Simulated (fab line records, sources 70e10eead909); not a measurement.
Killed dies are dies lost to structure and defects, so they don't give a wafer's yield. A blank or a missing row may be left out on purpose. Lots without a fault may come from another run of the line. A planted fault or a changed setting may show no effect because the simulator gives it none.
fab line records | flow nand_harc
record lots=14 wafers=42 last_day=34
route steps=1302 shown P_ZERO_WELL@16 P_STI@88
lots that met no fault: from a run of the same line without faults
start_h: hours from the record's first day to the start of the lot's first wafer shown | wait_h: hours since the lot's step before | " the same as in the row above | L1.1+2: a row that stands for several wafers | - no value, or no start given | * or withheld: withheld | < > ~ a bound
route shown NAME@n: a module of which the file shows steps, and the number in the route of the first | usual: mean/standard deviation of fault-free wafers | same: alike in all rows | chamber/n: place in a boat | sites: the reading at each site | _std_site: their standard deviation | _edge_site: outer sites' mean less inner sites' | radius_mm: how far each site lies from the wafer's centre | mask NAME#n: copy n | behind: the tool/chamber that last shaped the wafer | hold: why the lot was held/for how many hours/how that ended | device: the transistor (n, p or np) that didn't switch | end of line: the same wafers' tests at the end of the route | a step without rows: its recipe alone | killed: dies lost to structure and defects at the first sort, not the wafer's yield | map: a wafer's dies, x killed, . not, _ none there
set.NAME: the setting as run; set.NAME@STEP: as run at that earlier step | model.NAME: the simulator's own value behind a step, which no gauge read
steps of the route over a sample of lots; a table a step, a row a wafer
services: from which hour (start_h, from the record's first day; less than 0 if before it) a tool's chamber was out of use, for how many hours, and why
## steps
# step NHARC_P_ZERO_WELL_DESCUM_13
# recipe time_s=3 o2_flow_sccm=200 ar_flow_sccm=0 bias_power_w=0 chemistry=O2
# usual drypump_motor_current_A=6.0/0.47 oes_product_au=1.003/0.0094 rf_vpp_V=57.7/0.87 showerhead_plenum_p_Torr=1.91/0.074 throttle_valve_pct=11.311/0.0086
# columns lot.wafer tool chamber start_h wait_h drypump_motor_current_A oes_product_au rf_hours_counter_h rf_vpp_V showerhead_plenum_p_Torr throttle_valve_pct
L421.4 rie_diel-05 2 21.39 - 5.8 1.009 45 56.9 1.90 11.300
L421.2 " 0 " " 6.6 1.001 50 57.5 1.81 11.297
L421.5 " 3 " " 5.2 1.014 - 58.8 1.96 11.309
L422.4 rie_diel-02 3 31.31 - 6.1 1.005 50 56.5 1.94 11.306
L422.2 " 0 " " 5.6 1.013 39 58.6 1.99 11.301
L422.5 " 1 " " 6.0 0.989 - 56.4 1.88 11.306
L423.2 rie_diel-03 0 41.31 - 5.7 1.006 30 57.8 1.98 11.313
L423.1 " 3 " " 6.4 0.994 32 58.0 1.95 11.306
L423.6 " 0 " " 5.7 0.997 - 59.0 1.98 11.307
L425.1 rie_diel-02 0 61.28 - 5.6 1.010 1 59.7 1.99 11.304
L425.3 " 2 " " 6.0 1.013 5 56.4 1.83 11.311
L425.5 " 1 " " 5.9 1.006 - 56.2 1.88 11.314
L427.2 rie_diel-05 2 81.41 - 5.8 1.002 6 59.5 1.89 11.304
L427.4 " 0 " " 6.7 0.995 7 56.8 1.81 11.313
L427.5 " 3 " " 5.2 0.999 - 57.7 1.96 11.303
L428.4 rie_diel-05 2 91.73 - 5.8 1.011 8 58.3 1.89 11.311
L428.2 " 3 " " 5.2 1.015 10 58.3 1.96 11.302
L428.5 " 3 " " 5.2 1.013 - 59.3 1.96 11.320
L430.2 rie_diel-02 3 111.49 - 6.1 0.986 21 58.3 1.93 11.310
L430.4 " 1 " " 6.0 1.014 17 57.8 1.87 11.308
L430.3 " 2 " " 6.0 1.033 15 56.7 1.83 11.303
L431.4 rie_diel-03 2 121.28 - 6.6 0.996 2 57.3 1.81 11.313
L431.3 " 3 " " 6.3 1.013 2 57.3 1.94 11.305
L431.5 " 2 " " 6.6 0.997 - 57.0 1.81 11.324
L432.2 rie_diel-05 3 131.40 - 5.2 1.012 21 58.9 1.95 11.304
L432.1 " 2 " " 5.8 1.013 19 58.8 1.88 11.305
L432.6 " 0 " " 6.7 1.004 - 56.8 1.80 11.306
L434.2 rie_diel-02 2 151.28 - 6.0 1.021 27 57.6 1.82 11.318
L434.4 " 3 " " 6.1 0.996 34 59.1 1.93 11.315
L434.6 " 2 " " 6.0 1.010 - 57.6 1.82 11.297
L435.3 rie_diel-03 2 161.39 - 6.6 1.006 17 57.9 1.81 11.323
L435.2 " 0 " " 5.7 1.006 14 56.7 1.97 11.309
L435.4 " 1 " " 5.6 1.011 16 57.9 2.00 11.303
L442.4 rie_diel-03 1 231.44 - 5.6 1.014 41 58.7 1.99 11.324
L442.6 " 2 " " 6.6 1.002 - 58.0 1.80 11.302
L442.5 " 3 " " 6.3 1.009 - 58.9 1.93 11.311
L443.2 rie_diel-03 0 241.41 - 5.7 0.993 43 58.6 1.96 11.318
L443.4 " 1 " " 5.6 1.005 45 59.6 1.99 11.321
L443.5 " 3 " " 6.3 1.015 - 57.5 1.93 11.311
L444.2 rie_diel-02 2 251.40 - 6.0 0.990 10 57.4 1.81 11.323
L444.1 " 1 " " 6.0 0.990 14 58.7 1.86 11.301
L444.5 " 3 " " 6.1 1.000 - 56.6 1.91 11.313
# step NHARC_P_ZERO_WELL_ETCH_62
# recipe target_depth_a=130 time_s=6.5 chf3_flow_sccm=50 ar_flow_sccm=200 rf_w=500 bias_w=200 chemistry=CHF3/Ar
# usual bias_w=199.9/0.57 chamber_pressure_mTorr=24.999/0.023 drypump_motor_current_A=6.0/0.47 oes_product_au=0.958/0.018 rf_vpp_V=370.6/2.2 showerhead_plenum_p_Torr=2.34/0.091 throttle_valve_pct=20.216/0.0091
# columns lot.wafer tool chamber start_h wait_h bias_w chamber_pressure_mTorr drypump_motor_current_A oes_product_au rf_hours_counter_h rf_vpp_V showerhead_plenum_p_Torr throttle_valve_pct
L421.4 rie_diel-05 1 - - 200.8 24.997 6.2 0.970 49 374.1 2.48 20.223
L421.2 " 2 " " 200.2 24.955 5.8 0.972 45 368.8 2.32 20.209
L421.5 " 3 " " 200.4 24.982 5.2 0.964 - 371.3 2.40 20.212
L422.2 rie_diel-02 0 - - 200.0 24.977 5.6 0.973 39 372.1 2.44 20.226
L422.4 " 1 " " 200.6 24.995 6.0 0.948 42 370.2 2.30 20.215
L422.5 " 0 " " 200.4 24.987 5.6 0.980 - 371.5 2.44 20.210
L423.2 rie_diel-03 3 - - 199.6 24.994 6.3 0.955 33 373.6 2.39 20.209
L423.1 " 0 " " 200.8 25.010 5.7 0.954 30 371.6 2.42 20.216
L423.6 " 1 " " 200.5 24.969 5.6 0.940 - 372.7 2.46 20.213
L425.1 rie_diel-02 0 - - 199.9 24.984 5.6 0.970 1 373.1 2.44 20.219
L425.3 " 1 " " 199.8 25.003 6.0 0.967 5 370.8 2.30 20.213
L425.5 " 0 " " 199.4 24.999 5.6 0.972 - 373.1 2.44 20.217
L427.4 rie_diel-05 1 - - 199.8 24.968 6.2 0.943 6 372.9 2.47 20.210
L427.2 " 2 " " 198.7 24.983 5.8 0.948 6 370.8 2.32 20.214
L427.5 " 1 " " 200.1 24.993 6.2 0.952 - 374.8 2.47 20.231
L428.4 rie_diel-05 3 - - 200.2 25.018 5.2 0.972 10 371.0 2.39 20.207
L428.2 " 0 " " 200.5 25.006 6.7 0.974 10 365.8 2.22 20.226
L428.5 " 3 " " 200.5 25.045 5.2 0.972 - 370.0 2.39 20.227
L430.2 rie_diel-02 1 - - 199.8 25.024 5.9 0.952 17 369.9 2.30 20.221
L430.3 " 3 " " 201.0 25.068 6.1 0.963 21 371.7 2.36 20.218
L430.4 " 0 " " 200.7 24.998 5.6 0.964 18 371.6 2.43 20.225
L431.4 rie_diel-03 0 - - 200.5 25.018 5.7 0.975 2 372.9 2.41 20.205
L431.3 " 1 " " 199.5 25.009 5.6 0.976 2 373.0 2.45 20.215
L431.5 " 3 " " 200.7 25.002 6.3 0.953 - 371.7 2.38 20.219
L432.2 rie_diel-05 0 - - 199.2 24.983 6.7 0.967 21 368.1 2.21 20.231
L432.1 " 3 " " 200.1 24.991 5.2 0.971 21 372.5 2.39 20.211
L432.6 " 0 " " 199.3 24.981 6.7 0.975 - 367.8 2.21 20.216
L434.4 rie_diel-02 0 - - 199.5 24.966 5.5 0.986 31 372.4 2.42 20.219
L434.2 " 1 " " 199.5 25.012 5.9 0.971 30 370.3 2.29 20.216
L434.6 " 3 " " 201.2 25.014 6.1 0.972 - 371.0 2.36 20.218
L435.2 rie_diel-03 2 - - 200.5 24.993 6.6 0.970 17 367.8 2.22 20.213
L435.4 " 3 " " 201.0 25.025 6.3 0.977 15 372.4 2.38 20.213
L435.3 " 0 " " 200.5 25.000 5.7 0.981 14 371.5 2.41 20.212
L442.4 rie_diel-03 2 - - 199.8 24.980 6.6 0.957 41 367.2 2.21 20.213
L442.6 " 1 " " 200.1 24.982 5.6 0.990 - 373.3 2.44 20.202
L442.5 " 2 " " 199.5 25.003 6.6 0.968 - 367.6 2.21 20.204
L443.4 rie_diel-03 2 - - 200.5 24.991 6.6 0.979 45 367.3 2.21 20.211
L443.2 " 3 " " 199.1 24.985 6.3 0.963 42 371.1 2.37 20.215
L443.5 " 1 " " 201.7 24.997 5.6 0.989 - 373.8 2.44 20.221
L444.2 rie_diel-02 1 - - 200.2 24.979 6.0 0.924 14 369.6 2.28 20.228
L444.1 " 3 " " 198.7 25.007 6.1 0.931 12 370.8 2.35 20.207
L444.5 " 1 " " 200.2 24.944 6.0 0.923 - 370.6 2.28 20.207
# step NHARC_P_ZERO_WELL_RTA_42
# recipe temp_c=1100 time_s=300
# usual lamp_power_pct=40.8/1.8 wafer_temp_C_max=1106.0/1.6
# columns lot.wafer tool chamber start_h wait_h lamp_power_pct wafer_temp_C_max
L421.2 rtp_anneal-02 0 26.89 - 38.2 1106.5
L421.4 " 0 " " 38.3 1107.4
L421.5 " 0 " " 38.3 1104.7
L422.2 rtp_anneal-01 0 36.92 - 42.1 1105.2
L422.4 " 0 " " 42.1 1105.2
L422.5 " 0 " " 42.1 1104.2
L423.1 rtp_anneal-02 0 47.12 - 38.2 1107.4
L423.2 " 0 " " 38.2 1107.1
L423.6 " 0 " " 38.2 1110.2
L425.1 rtp_anneal-01 0 66.77 - 42.0 1104.8
L425.3 " 0 " " 41.9 1106.5
L425.5 " 0 " " 42.0 1106.7
L427.2 rtp_anneal-01 0 86.94 - 42.0 1104.1
L427.4 " 0 " " 42.1 1104.8
L427.5 " 0 " " 42.1 1105.8
L428.2 rtp_anneal-01 0 97.42 - 42.1 1104.4
L428.4 " 0 " " 42.0 1105.3
L428.5 " 0 " " 42.1 1105.0
L430.2 rtp_anneal-01 0 117.27 - 42.1 1105.9
L430.3 " 0 " " 42.1 1104.9
L430.4 " 0 " " 42.0 1103.5
L431.3 rtp_anneal-02 0 126.91 - 38.3 1107.5
L431.4 " 0 " " 38.3 1108.8
L431.5 " 0 " " 38.3 1107.8
L432.1 rtp_anneal-01 0 136.88 - 42.1 1104.5
L432.2 " 0 " " 42.1 1103.9
L432.6 " 0 " " 42.1 1105.4
L434.2 rtp_anneal-01 0 156.89 - 42.0 1104.5
L434.4 " 0 " " 42.0 1104.1
L434.6 " 0 " " 42.0 1105.3
L435.2 rtp_anneal-01 0 167.23 - 42.0 1106.6
L435.3 " 0 " " 42.1 1103.1
L435.4 " 0 " " 42.1 1104.3
L442.4 rtp_anneal-02 0 237.44 - 38.3 1106.8
L442.5 " 0 " " 38.2 1106.4
L442.6 " 0 " " 38.1 1108.4
L443.2 rtp_anneal-02 0 247.58 - 38.2 1107.8
L443.4 " 0 " " 38.1 1106.9
L443.5 " 0 " " 38.1 1107.7
L444.1 rtp_anneal-02 0 256.87 - 38.2 1107.1
L444.2 " 0 " " 38.1 1107.9
L444.5 " 0 " " 38.2 1107.7
# step NHARC_P_STI_ETCH_42
# recipe target_depth_a=800 overetch_a=240 time_s=61 ion_energy_ev=200 n2_flow_sccm=150 h2_flow_sccm=150 ar_flow_sccm=0 rf_w=400 bias_w=150 chemistry=N2/H2
# usual bias_w=150.0/0.43 chamber_pressure_mTorr=29.999/0.03 drypump_motor_current_A=5.5/0.4 oes_product_au=1.000/0.0081 rf_vpp_V=429.9/2.8 showerhead_plenum_p_Torr=2.02/0.1 throttle_valve_pct=14.171/0.0094
# columns lot.wafer tool chamber start_h wait_h bias_w chamber_pressure_mTorr drypump_motor_current_A oes_product_au rf_hours_counter_h rf_vpp_V showerhead_plenum_p_Torr throttle_valve_pct
L421.2 rie_diel-12 0 44.20 0.1 150.0 29.977 4.8 0.990 6.1 426.7 1.91 14.156
L421.4 " 3 " " 149.6 29.965 6.1 0.985 5.9 433.9 2.19 14.166
L421.5 " 0 " " 150.6 29.993 4.8 0.988 - 426.2 1.91 14.164
L422.4 rie_diel-07 1 56.83 0.1 150.3 30.020 4.9 1.019 5.2 428.5 1.94 14.171
L422.2 " 3 " " 149.8 30.003 5.6 1.003 5.3 428.6 1.94 14.173
L422.5 " 0 " " 150.2 29.994 5.3 1.003 - 426.6 1.90 14.170
L423.1 rie_diel-12 1 64.73 0.1 149.7 29.975 5.4 1.009 6.6 430.9 2.07 14.164
L423.2 " 2 " " 149.7 30.007 5.8 0.996 6.4 433.1 2.12 14.157
L423.6 " 0 " " 149.5 30.032 4.8 0.999 - 426.5 1.91 14.182
L425.3 rie_diel-13 3 85.25 0.1 150.3 29.986 5.7 1.011 7.3 430.3 2.02 14.169
L425.1 " 2 " " 150.3 30.050 5.8 1.004 7.6 431.8 2.12 14.149
L425.5 " 3 " " 149.4 29.955 5.7 1.002 - 429.6 2.02 14.160
L427.2 rie_diel-13 2 104.06 0.1 149.3 29.984 5.8 0.987 9.1 433.4 2.12 14.161
L427.4 " 3 " " 149.8 30.021 5.7 1.008 9.0 429.6 2.02 14.165
L427.5 " 1 " " 149.8 29.983 5.6 0.996 - 428.9 1.97 14.170
L428.4 rie_diel-12 2 113.87 0.1 150.1 29.943 5.9 1.008 0.8 432.8 2.12 14.168
L428.2 " 0 " " 150.6 30.015 4.8 1.008 0.6 428.0 1.91 14.184
L428.5 " 1 " " 150.4 29.988 5.4 0.994 - 431.1 2.07 14.174
L430.4 rie_diel-07 0 134.56 0.1 149.7 29.991 5.3 0.994 0.7 425.5 1.90 14.184
L430.3 " 1 " " 149.3 29.975 4.9 1.005 0.9 427.5 1.93 14.176
L430.2 " 3 " " 149.7 29.999 5.6 0.996 0.5 426.8 1.94 14.176
L431.3 rie_diel-12 2 145.72 0.1 150.8 30.023 5.8 0.993 2.2 433.7 2.11 14.158
L431.4 " 0 " " 150.0 30.023 4.8 0.998 2.1 427.1 1.91 14.155
L431.5 " 3 " " 149.3 29.965 6.1 0.992 - 435.6 2.19 14.167
L432.2 rie_diel-12 0 155.01 0.1 150.0 29.992 4.8 1.009 2.8 426.8 1.91 14.170
L432.1 " 2 " " 149.7 29.976 5.8 1.010 2.8 432.5 2.12 14.192
L432.6 " 1 " " 150.6 29.979 5.4 0.996 - 429.9 2.07 14.176
L434.4 rie_diel-07 3 173.44 0.1 - - - - - - - -
L434.2 " 0 " " - - - - - - - -
L434.6 " 2 " " - - - - - - - -
L435.4 rie_diel-12 2 183.69 0.1 - - - - - - - -
L435.3 " 3 " " - - - - - - - -
L435.2 " 0 " " - - - - - - - -
L442.4 rie_diel-13 3 252.96 0.1 149.9 30.046 5.6 0.989 7.5 430.3 2.02 14.174
L442.6 " 3 " " 149.8 29.973 5.7 0.986 - 429.3 2.02 14.185
L442.5 " 0 " " 149.9 29.958 6.0 0.988 - 431.8 2.10 14.163
L443.2 rie_diel-07 0 263.78 0.1 149.7 29.982 5.3 1.003 9.0 425.7 1.89 14.180
L443.4 " 1 " " 150.3 30.009 4.9 1.001 8.8 427.8 1.93 14.174
L443.5 " 0 " " 150.3 30.012 5.3 1.004 - 426.5 1.89 14.154
L444.1 rie_diel-07 0 273.48 0.1 150.3 30.002 5.3 0.991 9.2 426.2 1.89 14.154
L444.2 " 1 " " 150.5 30.022 4.9 1.002 8.9 426.2 1.93 14.183
L444.5 " 0 " " 149.7 29.986 5.3 1.013 - 426.3 1.89 14.160
## services
# columns tool chamber start_h hours kind
rtp_anneal-02 - 12.00 12.0 pm
rie_diel-12 - 30.97 2.5 repair
rie_diel-02 3 35.71 4.8 repair
rie_diel-02 - 39.70 9.0 pm
rie_diel-05 3 43.36 10.7 repair
rie_diel-05 0 44.80 4.6 repair
rie_diel-05 - 52.83 9.0 pm
rie_diel-03 1 67.25 18.6 repair
rie_diel-02 2 76.54 8.5 repair
rie_diel-03 3 78.72 6.5 repair
rie_diel-12 - 80.90 0.8 repair
rie_diel-02 3 85.74 1.2 repair
rie_diel-12 - 91.40 9.0 pm
rie_diel-03 - 104.30 9.0 pm
rie_diel-07 - 117.27 9.0 pm
rie_diel-05 2 161.92 3.4 repair
rie_diel-03 1 214.80 2.8 repair
rie_diel-02 - 217.30 9.0 pm
rie_diel-12 0 220.88 4.6 repair
rie_diel-05 - 229.85 9.0 pm
rie_diel-02 - 233.59 0.1 repair
rie_diel-05 - 243.11 18.7 repair
rie_diel-02 - 260.06 1.2 repair
rie_diel-12 - 268.40 9.0 pm
## key
first_sign step=NHARC_P_STI_ETCH_42 reading=tool_record direction=missing
effect none on later readings
met_at NHARC_P_STI_ETCH_42
struck_lots L434,L435
later_rows_left_out L434.2,L434.4,L434.6,L435.2,L435.3,L435.4
sort_left_out L434.2,L434.4,L434.6,L435.2,L435.3,L435.4
tester_left_out L434,L435
not_acting_at NHARC_P_ZERO_WELL_DESCUM_13,NHARC_P_ZERO_WELL_ETCH_62,NHARC_P_ZERO_WELL_RTA_42
onset_between 155.01 173.44
fault kind=skipped_step_whole tool=rie_diel-07,rie_diel-12 chamber=- onset_h=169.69 steps=NHARC_P_STI_ETCH_42 scope=struck_lots_only
# tester_left_out: of these lots the tester's yield and bins aren't shown, on N5 and GAA mostly nor the transistor test; their killed dies are dies lost to structure and defects alone, not to doping, threshold or leakage, so they don't give the yield
# sort_left_out: the simulated sort isn't trusted on such a fault, so these wafers' sort isn't shown, and their yield isn't known
# later_rows_left_out: the simulator's readings of these wafers behind a module that went badly wrong aren't trusted and aren't shown, but for the sort
